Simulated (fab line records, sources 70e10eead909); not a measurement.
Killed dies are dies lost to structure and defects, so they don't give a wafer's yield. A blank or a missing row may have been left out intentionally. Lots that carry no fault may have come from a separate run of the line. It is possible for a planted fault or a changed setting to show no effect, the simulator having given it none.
A struck lot beside a sound one	flow nand_harc	11 out of 1302 route steps
Sound: wafers L197.1, L197.4, L197.6. Struck: wafers L215.2, L215.5 (left out: L215.1, a lot-mate that was not struck); the cause follows at the end.
Order at every step that has rows: each side's tool, ch and its chambers, its first start. Under that, the readings that differ: sound wafers	struck wafers	difference of the means	sigmas: that difference in standard deviations of wafers without a fault.
alike: readings with means less than 2 such deviations apart, plus words and numbers identical on both sides. not compared: withheld readings, readings lacking a value on some wafer, bounds such as >300 that could conceal the same value, and numbers that have no deviation in the record and whose values overlap.
The two part at a step that has a row with sigmas, a row that says differs or no value, or rows on one side only. Non-overlapping numbers with no deviation appear without sigmas and do not part them. A reading missing from all wafers of one side parts the sides only when that side holds two or more wafers.

first, 1 step without rows for these wafers: NHARC_A_WL_FILL_CVD_23 (deposits poly-Si, target thk 40 nm, time 800 s).
NHARC_A_WL_FILL_ETCHBACK_26: etches the open film in HBr, target depth 52 nm, time 13.3 s.
  sound on rie_si-05 ch 0,3, day 23 02:38; struck on rie_si-05 ch 0,2, day 31 00:24
  alike: drypump_motor_current_A, oes_product_au, rf_fwd_power_W, throttle_valve_pct
  not compared: rf_hours_counter_h
then, 2 steps without rows for these wafers: NHARC_A_WL_FILL_PRECLEAN_30 (cleans in dHF, time 10 s); NHARC_A_WL_FILL_SRD_14.
NHARC_A_WL_FILL_ALD_19: deposits TiN, target thk 2 nm, pulse time 3 s, ald cycles 100.
  sound on ald_metal-02 ch 0,1,3, day 23 02:57; struck on ald_metal-04 ch 2, day 31 00:40
  alike: heater_power_w, precursor_pulse_height_rel
NHARC_A_WL_FILL_CVD_20: deposits W, target thk 100 nm, time 74 s.
  sound on cvd_w-02 ch 0,1; struck on cvd_w-02 ch 0,1
  alike: heater_power_w, mfc_wf6_sccm, throttle_valve_pct
NHARC_A_WL_FILL_CMP_12: polishes, t overpolish 30 s, target thk 100 nm.
  sound on cmp-03 ch 1,2, day 23 03:18; struck on cmp-03 ch 0,1, day 31 01:04
  alike: motor_current_A, overpolish_run_s, time_to_endpoint_s
next, for these wafers, 1 step has no rows: NHARC_A_WL_FILL_SRD_31.
NHARC_A_WL_FILL_INSPECT_15:
  sound: defect_inspect-01 at day 23 03:46; struck: defect_inspect-01 at day 31 01:31
  alike: raw_defect_count
NHARC_A_CONTACT_DEP_24: deposits SiO2, target thk 500 nm.
  sound on pecvd-04 ch 0,1, day 23 03:58; struck on pecvd-04 ch 0, day 31 01:35
reading	sound	struck	difference	sigmas
mfc_precursor_sccm (sccm)	161.2 160.8 160.5	137.2 138.3	-23.1	-46
  alike: heater_power_w, rf_fwd_power_W, showerhead_vpp_V, throttle_valve_pct
-- the record jumps here: 3 days lie between the struck wafers' starts before and after (it left off in module A_CONTACT and takes up again in module END, whose first step shown is number 1302 of the route) --
NHARC_END_SORT_01:
  sound on prober-01 ch 0, day 26 15:04; struck on prober-01 ch 0, day 34 13:01
  alike: killed_at_array, killed_at_other, killed_at_periphery, killed_dies, killed_open, killed_short

== WHERE THEY PART ==
At NHARC_A_CONTACT_DEP_24 and nowhere else, as far as this record goes. Later steps at which nothing parts them and some readings are alike: NHARC_END_SORT_01.

WHY: what had been put in by the simulator
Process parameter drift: pecvd-04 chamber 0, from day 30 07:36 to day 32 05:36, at NHARC_A_CONTACT_DEP_24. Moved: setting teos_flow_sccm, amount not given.
